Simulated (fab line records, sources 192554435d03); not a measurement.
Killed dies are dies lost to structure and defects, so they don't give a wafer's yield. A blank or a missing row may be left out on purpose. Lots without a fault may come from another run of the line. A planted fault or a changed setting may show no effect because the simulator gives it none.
A struck lot beside a sound one | flow n5_finfet | 15 steps out of a route of 1938
Sound: wafers L224.2, L224.3, L224.4. Struck: wafer L241.4. (L241.3 of the same lot was not struck and is left out.) The cause comes at the end.
At each step with rows: each side's tool, then ch and its chambers, then its first start. Under that, the readings that differ: sound wafers | struck wafers | difference of the means | sigmas: that difference in standard deviations of wafers without a fault.
alike: readings whose means differ by less than 2 such deviations, and words and numbers that are the same on both sides. not compared: withheld readings, readings that some wafer has no value for, bounds like >300 that may hide the same value, and numbers for which the record gives no deviation and whose values overlap.
The two part at a step that has a row with sigmas, a row that says differs or no value, or rows on one side only. Numbers that don't overlap but have no deviation are shown without sigmas and don't part them. A reading that every wafer of one side lacks parts them only if that side has two wafers or more.

first, 7 steps without rows for these wafers: N5_BEOL_M6_COAT_60 (time 60 s, resist thk 35 nm); N5_BEOL_M6_COAT_05 (resist thk 90 nm); N5_BEOL_M6_EBR_07; N5_BEOL_M6_SOFTBAKE_06 (time 60 s); N5_BEOL_M6_EXPOSE_08 (exposes mask M6); N5_BEOL_M6_PEB_09 (peb time 60 s); N5_BEOL_M6_DEVELOP_10 (develop time 30 s).
N5_BEOL_M6_CD_MEAS_11: target cd 38.5 nm.
  sound on cd_sem-02 ch 0, day 10 16:05; struck on cd_sem-02 ch 0, day 13 16:02
  alike: cd_nm
N5_BEOL_M6_OVL_MEAS_12:
  sound on overlay-02 ch 0, day 10 16:07; struck on overlay-01 ch 0, day 13 16:04
  alike: M6_OVL
N5_BEOL_M6_INSPECT_13: inspects for defects (brightfield).
  sound on defect_inspect-02, day 10 16:08; struck on defect_inspect-01, day 13 16:05
  alike: raw_defect_count
N5_BEOL_M6_DESCUM_16: chemistry O2, time 7.9 s.
  sound on rie_diel-05 ch 1,2,3, day 10 16:10; struck on rie_diel-05 ch 1, day 13 16:31
  reading                | sound             | struck | difference | sigmas
  rf_hours_counter_h (h) | 82 88 67          | 112    | +33        |
  rf_vpp_V (V)           | 244.5 242.3 245.2 | 241.1  | -2.9       | -2
  alike: chamber_pressure_mTorr, drypump_motor_current_A, oes_product_au, showerhead_plenum_p_Torr, throttle_valve_pct
N5_BEOL_M6_ETCH_61: etches SiARC in CF4, target depth 45.5 nm, time 75.8 s.
  sound on rie_diel-05 ch 1,2,3, day 10 16:13; struck on rie_diel-05 ch 1, day 13 16:34
  reading                | sound    | struck | difference | sigmas
  rf_hours_counter_h (h) | 82 88 67 | 112    | +33        |
  alike: chamber_pressure_mTorr, drypump_motor_current_A, etch_rf_on_time_s, oes_product_au, rf_vpp_V, showerhead_plenum_p_Torr, throttle_valve_pct
N5_BEOL_M6_ETCH_62: etches SOC in N2/H2, target depth 110 nm, overetch 22 nm, time 165 s.
  sound on rie_diel-05 ch 1,2,3, day 10 16:16; struck on rie_diel-05 ch 1, day 13 16:37
  reading                                    | sound             | struck | difference | sigmas
  rf_hours_counter_h (h)                     | 83 88 67          | 112    | +33        |
  rf_vpp_V (V)                               | 526.1 522.2 529.4 | 520.8  | -5.1       | -2
  model.SiARC_of_BEOL_M6_COAT_60.thk_nm (nm) | 28.8 28.6 27.8    | 29     | +1         |
  alike: chamber_pressure_mTorr, drypump_motor_current_A, oes_product_au, showerhead_plenum_p_Torr, throttle_valve_pct
then, 1 step without rows for these wafers: N5_BEOL_M6_STRIP_68 (strips in N2/H2).
-- the record jumps here: 4 days lie between the struck wafers' starts before and after (it left off in module BEOL_M6 and takes up again in module PASSIVATION, whose first step shown is number 1936 of the route) --
N5_PASSIVATION_PROBE_49:
  the record has rows for the struck wafers here (prober-02, day 17 10:25) and none for the sound ones

WHERE THEY PART
First at N5_BEOL_M6_DESCUM_16; last, within this record, at N5_PASSIVATION_PROBE_49.

WHY: what the simulator had put in
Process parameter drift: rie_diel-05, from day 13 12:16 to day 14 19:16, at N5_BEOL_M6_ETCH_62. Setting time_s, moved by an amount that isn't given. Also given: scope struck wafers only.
